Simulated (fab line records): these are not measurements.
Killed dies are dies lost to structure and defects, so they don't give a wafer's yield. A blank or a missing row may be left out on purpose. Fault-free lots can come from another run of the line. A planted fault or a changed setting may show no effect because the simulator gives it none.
Code-filled problem report in 8D (eight disciplines) form / flow nand_harc / the parts of the form that need people (team, actions taken, sign-off) are left out

1. PROBLEM STATEMENT
At NHARC_A_M1_INSPECT_11, raw_defect_count averages 561 over 6 wafers from 2 lots, while fault-free wafers read 29, standard deviation 12. Relative to the usual mean, that is a shift of +44 standard deviations.
Earliest sighting: wafer L437.3 on defect_inspect-02 at day 20 01:58. At this step, 18 wafers from 6 lots have a number in the record. The rule behind "out" and "out of limits": a value lying over 4 standard deviations away from the usual mean. All remaining wafers that have a number are taken as sound.

2. WHAT IT IS; WHAT IT IS NOT
question=which readings at this step | is=raw_defect_count | is not=-
question=which lots | is=L437, L442 | is not=L433, L441, L448, L450
question=which wafers of those lots | is=all that have a number | is not=-
question=read on which gauges | is=defect_inspect-02 | is not=defect_inspect-01
question=when | is=from day 20 01:58 | is not=up to then (3 sound wafers); but 9 sound wafers of L441, L448, L450 came after

3. THE SUSPECTS, EACH WITH WHAT RULES IT OUT
Counting: any tool at a process step up to the reading is kept as a suspect provided that every lot that is out went through it and no sound lot did after the first of them.
- the gauge at NHARC_A_M1_INSPECT_11 is ruled out. All the wafers that are out were read on defect_inspect-02, but those of them that NHARC_END_SORT_01 has rows for are out there too, on other tools.
- cmp-04 at NHARC_A_M0_CMP_23 (polishes, t overpolish 20 s, target thk 113.75 nm): kept. It ran every lot that is out, first L437 (day 19 23:58), and no sound lot after that.
- pecvd-04 at NHARC_A_M0_PRE_CLEAN_31 (time 12 s): ruled out as a lasting fault. Following L437 (day 20 00:30), the first lot on it that is out, the sound lots L448 were run on it.
- pecvd-04 at NHARC_A_M0_DEP_32 (deposits SiCN, target thk 30 nm): ruled out as a lasting fault. Following L437 (day 20 00:37), the first lot on it that is out, the sound lots L448 were run on it.
Remaining after the count: cmp-04 at NHARC_A_M0_CMP_23.

4. THE CAUSE (what the simulator had put in)
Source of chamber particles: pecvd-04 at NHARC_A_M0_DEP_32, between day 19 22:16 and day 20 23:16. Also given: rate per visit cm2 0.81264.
It was ruled out by counting, in error; the rule expects a fault to strike all lots run on its tool from its start on, and this fault did not.

5. THE CHAIN OF EFFECTS, in route order
Rows list readings where the struck wafers' mean (over those with a number) sits beyond 3 standard deviations from the usual. Scope: only readings with a usual standard deviation given in the record; hours: median across lots of the time from each lot's start at the first step in this table that gives one to its start at this step; sigmas: change in usual standard deviations.
hours=0; step=NHARC_A_M1_INSPECT_11; reading=raw_defect_count; usual=29; on struck wafers=561; change=+532; sigmas=+44
hours=39; step=NHARC_END_SORT_01; reading=defect_limited_yield; usual=95.5 %; on struck wafers=88.8; change=-6.7; sigmas=-4.8
hours=39; step=NHARC_END_SORT_01; reading=killed_at_array; usual=26; on struck wafers=73; change=+47; sigmas=+5.2
hours=39; step=NHARC_END_SORT_01; reading=killed_dies; usual=30; on struck wafers=76; change=+46; sigmas=+5.0
hours=39; step=NHARC_END_SORT_01; reading=sort_bin_2_pct; usual=1.4 %; on struck wafers=4.5; change=+3.1; sigmas=+5.2
hours=39; step=NHARC_END_SORT_01; reading=sort_bin_3_pct; usual=0.23 %; on struck wafers=2.49; change=+2.26; sigmas=+13
hours=39; step=NHARC_END_SORT_01; reading=sort_n_pass; usual=647; on struck wafers=601; change=-46; sigmas=-5.0
hours=39; step=NHARC_END_SORT_01; reading=sort_rim_yield_pct; usual=95.9 %; on struck wafers=88.0; change=-7.9; sigmas=-3.7
hours=39; step=NHARC_END_SORT_01; reading=sort_yield_pct; usual=95.5 %; on struck wafers=88.8; change=-6.7; sigmas=-4.8

6. HOW IT WOULD HAVE BEEN CAUGHT EARLIER
4 hours passed between the start of the fault at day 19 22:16 and the first reading out of limits at a measuring or inspecting step in this record, taken at day 20 01:58.
Tool readings at NHARC_A_M0_DEP_32 with a usual standard deviation given in the record: none out on any struck wafer, hence no alarm at a limit of 4 standard deviations on them.
